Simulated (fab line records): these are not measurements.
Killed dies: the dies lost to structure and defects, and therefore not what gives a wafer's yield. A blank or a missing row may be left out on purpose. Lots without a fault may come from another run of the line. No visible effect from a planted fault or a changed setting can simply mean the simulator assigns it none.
8D (eight disciplines) problem report, filled in by code ; flow n5Finfet ; the parts of the form that need people (team, actions taken, sign-off) are left out

## 1. PROBLEM STATEMENT
spinSpeedRpm at N5_BEOL_M4_COAT_05 reads a mean of 1729.2 rpm on 6 wafers of 2 lots; wafers without a fault read 1500.0 rpm with a standard deviation of 1.1. So: +99 or more standard deviations from the usual mean.
The step: resist thk 30 nm.
The first sign was on wafer L971.1 at day 10 04:48, on lithoTrack-04. The record has a number at this step for 12 wafers belonging to 4 lots. Rule for "out", or "out of limits": more than 4 standard deviations from the usual mean. Any other wafer with a number is counted as sound.

## 2. WHAT IT IS, WHAT IT ISN'T
question;is;is not
which readings at this step;spinSpeedRpm;-
which lots;L971, L973;L960, L982
which wafers of those lots;all that have a number;-
read on which tools;lithoTrack-04;lithoTrack-03
when;from day 10 04:48;"up to then (3 sound wafers); but 3 sound wafers of L982 came after"

## 3. SUSPECTS, AND WHAT RULES EACH OUT
Counting: any tool at a process step up to the reading is kept as a suspect provided that every lot that is out went through it and no sound lot did after the first of them.
- lithoTrack-04 at N5_BEOL_M4_COAT_05 (resist thk 30 nm): kept. It ran every lot that is out, first L971 (day 10 04:48), and no sound lot after that; its last sound lot up to then is L960 (day 7 18:54). Out on those wafers are its own readings of spinSpeedRpm.
The count leaves lithoTrack-04 at N5_BEOL_M4_COAT_05.

## 4. THE CAUSE (what the simulator had put in)
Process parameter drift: lithoTrack-04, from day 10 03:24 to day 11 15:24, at N5_BEOL_M4_COAT_05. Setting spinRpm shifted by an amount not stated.
Only this tool survived the counting.

## 5. THE CHAIN OF EFFECTS, in route order
Each row: a reading whose mean over the struck wafers that have a number lies more than 3 standard deviations from the usual. Only readings for which the record gives a usual standard deviation are gone through. hours: the time from each lot's start at the first step in this table that gives one to its start at this step, as a median over the lots. sigmas: the change in usual standard deviations.
hours;step;reading;usual;on struck wafers;change;sigmas
0;N5_BEOL_M4_COAT_05;spinSpeedRpm;1500.0 rpm;1729.2;+229.2;+99 or more
The process steps in it:
- N5_BEOL_M4_COAT_05: resist thk 30 nm.
Later steps that measure or inspect, where all struck wafers having a row at the step show a number for every such reading and not one has moved that far: N5_BEOL_M4_RC_MEAS_101.

## 6. HOW IT WOULD HAVE BEEN CAUGHT EARLIER
In this record the first reading out of limits was taken at day 10 04:48, 1 hour after the fault began at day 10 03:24.
